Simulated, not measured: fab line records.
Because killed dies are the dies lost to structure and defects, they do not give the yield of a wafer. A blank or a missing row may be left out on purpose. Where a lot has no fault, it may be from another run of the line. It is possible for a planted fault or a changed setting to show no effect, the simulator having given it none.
Comparing a struck lot with a sound one    flow n5Finfet    37 steps out of a route of 1938
Sound: these wafers, L586.2, L586.3, L586.4. Wafers struck: L580.2, L580.3, L580.4. The cause is named last.
Each step with rows lists, per side, the tool, then ch with its chambers, then its first start. Under that, the readings that differ: sound wafers    struck wafers    difference of the means    sigmas: that difference in standard deviations of wafers without a fault.
alike: same words and numbers on both sides, and readings whose means sit less than 2 such deviations apart. not compared: any withheld reading, any reading some wafer has no value for, any bound like >300 that may hide the same value, and any number with overlapping values for which the record gives no deviation.
A row with sigmas, a row that says differs or no value, or rows on one side alone: a step with any of these is where the two part. Non-overlapping numbers with no deviation appear without sigmas and do not part them. A reading that every wafer of one side lacks parts them only if that side has two wafers or more.

first, 9 steps without rows for these wafers: N5_BEOL_M4_ANNEAL_95 (time 240 s); N5_BEOL_M4_SPUTTER_96 (material Cu, target thk 4.5 nm, time 8.29 s); N5_BEOL_M4_ECD_50 (material Cu, target thk 300 nm); N5_BEOL_M4_ANNEAL_51 (time 90 s); N5_BEOL_M4_CMP_52 (polishes, stops on SiOC, t overpolish 6.8 s, target thk 40 nm); N5_BEOL_M4_PRE_CLEAN_60 (time 15 s); N5_BEOL_M4_CO_CAP_55 (material Co, precursor CCTBA/H2, target thk 2 nm, time 102.1 s); N5_BEOL_M4_PRE_CLEAN_56 (time 15 s); N5_BEOL_M4_DEP_57 (deposits SiCN from 3MS/NH3, target thk 8 nm, time 14 s).
N5_BEOL_M4_RC_MEAS_101:
  sound on prober-02 ch 0, day 13 16:15; struck on prober-02 ch 0, day 11 18:33
  alike: DIBL_N, DIBL_P, IOFF_N, IOFF_P, ION_N, ION_P, SS_N, SS_P, VT_N, VT_P
then, 24 steps without rows for these wafers: N5_BEOL_M5_ILD_DEP_00 (deposits SiCOH lowk from DEMS/porogen, target thk 140.64 nm, time 25.9 s); N5_BEOL_M5_CURE_79 (cures SiCOH lowk, time 240 s); N5_BEOL_M5_PECVD_70 (deposits SiO2 from TEOS/O2, target thk 16 nm, time 18 s); N5_BEOL_M5_HM_DEP_02 (deposits TiN, target thk 20 nm); N5_BEOL_M5_COAT_59 (time 60 s, resist thk 60 nm); N5_BEOL_M5_COAT_60 (time 60 s, resist thk 12 nm); N5_BEOL_M5_COAT_71 (time 60 s, resist thk 5 nm); N5_BEOL_M5_COAT_05 (resist thk 30 nm); N5_BEOL_M5_EBR_07; N5_BEOL_M5_SOFTBAKE_06 (time 60 s); N5_BEOL_M5_EXPOSE_08 (exposes mask M5, target cd 28 nm); N5_BEOL_M5_PEB_09 (peb time 60 s); N5_BEOL_M5_DEVELOP_10 (develop time 30 s); N5_BEOL_M5_DESCUM_16 (chemistry O2, time 7 s); N5_BEOL_M5_ETCH_72 (etches underlayer in N2/H2, target depth 6.5 nm, time 5.2 s); N5_BEOL_M5_ETCH_61 (etches SiARC in CF4, target depth 15.6 nm, time 26 s); N5_BEOL_M5_ETCH_62 (etches SOC in N2/H2, target depth 75 nm, overetch 15 nm, time 112.5 s); N5_BEOL_M5_STRIP_63 (strips in N2/H2); N5_BEOL_M5_STRIP_73 (strips in N2/H2); N5_BEOL_M5_STRIP_64 (strips in CF4); N5_BEOL_M5_HM_OPEN_17 (chemistry Cl2/BCl3, target TiN, target depth 20 nm, overetch 6 nm); N5_BEOL_M5_STRIP_19 (strips in O2); N5_BEOL_M5_COAT_65 (time 60 s, resist thk 60 nm); N5_BEOL_M5_COAT_66 (time 60 s, resist thk 12 nm).
N5_BEOL_M9_STRIP_36: strips in N2/H2.
  sound on rieDiel-05 ch 1,2,3, day 15 12:56; struck on rieDiel-02 ch 1,2,3, day 13 12:12
  no value came back on the struck wafers for any of 8 readings (biasPowerW (W), chamberPressureMTorr (mTorr) and others); on the sound wafers biasPowerW (W) reads 7.015 7.008 7.011
reading                                  sound  struck      difference  sigmas
model.SOC_of_BEOL_M9_COAT_63.thkNm (nm)  0 0 0  51 51.2 51  +51         
N5_BEOL_M9_ETCH_41: etches SiCN in CH3F/O2, target depth 36.6 nm, time 70.1 s.
  sound on rieDiel-05 ch 1,2,3; struck on rieDiel-02 ch 1,2,3, day 13 12:17
reading                                  sound       struck        difference  sigmas
rfHoursCounterH (h)                      95 141 240  59 70 49      -99         
model.SOC_of_BEOL_M9_COAT_63.thkNm (nm)  0 0 0       28 28.8 28.2  +28         
  alike: drypumpMotorCurrentA, oesProductAu, rfVppV, showerheadPlenumPTorr, throttleValvePct
-- the record jumps here: 2 days lie between the struck wafers' starts before and after (it left off in module BEOL_M9 and takes up again in module PASSIVATION, whose first step shown is number 1936 of the route) --
N5_PASSIVATION_PROBE_49:
  sound: prober-02 at day 17 22:49; struck: prober-02 at day 16 00:17
reading                  sound  struck          difference  sigmas
defectLimitedYield (%)   88.8   0 0 0           -89         -59
killed_at_M4_up          23     1086 1089 1099  +1068       +99 or more
killedAtFrontEnd         57     27 29 31        -28         -2
killedDies               132    1180 1180 1180  +1048       +62
killedOnRim              13     152 152 152     +139        +33
killedShort              49     32 29 38        -16         -2
sort_bin_5_function (%)  6.2    96.5 96.4 96.7  +90.3       +99 or more
sort_bin_6_memory (%)    4.8    3.1 3.1 3.1     -1.7        -2
sortNPass                1048   0 0 0           -1048       -62
sortYieldPct (%)         88.8   0 0 0           -89         -59
  alike: killed_at_M0_to_M3, killedAtContacts, killedAtOther, killedOpen

WHERE THEY PART
Last at N5_PASSIVATION_PROBE_49 as far as this record goes, first at N5_BEOL_M9_STRIP_36.

WHY: what had been put in by the simulator
Entire step skipped (rieDiel-02, N5_BEOL_M9_STRIP_36), from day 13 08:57 onward. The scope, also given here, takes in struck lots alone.
